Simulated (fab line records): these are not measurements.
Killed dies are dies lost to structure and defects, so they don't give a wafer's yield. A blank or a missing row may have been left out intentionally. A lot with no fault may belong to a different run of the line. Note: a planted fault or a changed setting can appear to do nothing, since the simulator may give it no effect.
Matching of chambers ; flow nandHarc ; NHARC_P_ZERO_WELL_DESCUM_54 on rieDiel-07 has 4 sister chambers
The step chemistry O2, time 3 s. 14 wafers are shown with their chamber, then 7 later ones without.

WAFERS, EACH WITH ITS CHAMBER
wafer;chamber;showerheadPlenumPTorr (Torr);drypumpMotorCurrentA (A);rfVppV (V)
L492.1;1;1.85;5.9;57.5
L492.3;3;2.01;6.2;57.8
L492.5;3;2.01;6.2;58.6
L495.1;0;2.01;5.7;58.2
L495.5;3;2.01;6.2;58.0
L495.6;2;1.93;5.5;58.7
L497.1;2;1.93;5.5;58.2
L497.2;0;2.01;5.7;60.3
L497.3;1;1.84;6.0;56.1
L501.3;2;1.93;5.5;57.4
L501.4;3;2.01;6.2;57.7
L501.6;0;2.01;5.8;58.4
L509.1;0;2.01;5.8;57.6
L509.5;1;1.84;5.9;58.1

SIGNATURES, as means of the wafers listed above
reading;chamber 0;chamber 1;chamber 2;chamber 3;scatter within a chamber
showerheadPlenumPTorr;2.0100;1.8433;1.9300;2.0100;0.00258
drypumpMotorCurrentA;5.750;5.933;5.500;6.200;0.0408
rfVppV;58.625;57.233;58.100;58.025;0.868
Rule: a wafer lies at a distance from a chamber equal to the root of the sum of squares, over the readings, of (its reading less the chamber's mean, divided by the reading's scatter). The wafer belongs to the nearest chamber; if the next one is less than 2 further off, it can't be placed. How the scatter is found: for the shown wafers, subtract from each reading the mean of its chamber, square and add these, divide the total by (wafers less chambers), then take the root.

WAFERS MISSING THEIR CHAMBER
wafer;showerheadPlenumPTorr (Torr);drypumpMotorCurrentA (A);rfVppV (V)
L509.6;1.93;5.5;55.9
L512.1;1.93;5.5;56.7
L512.2;2.01;6.2;56.1
L512.6;1.84;6.0;58.1
L514.2;1.93;5.5;57.6
L514.5;1.84;5.9;57.6
L514.6;2.01;5.8;58.7

WHICH CHAMBER EACH WENT THROUGH
wafer;from the rows above;in truth
L509.6;2;2
L512.1;2;2
L512.2;3;3
L512.6;1;1
L514.2;2;2
L514.5;1;1
L514.6;0;0
Correctly placed: 7 of 7. Left unplaced by these rows: 0. 0 placed wrongly.
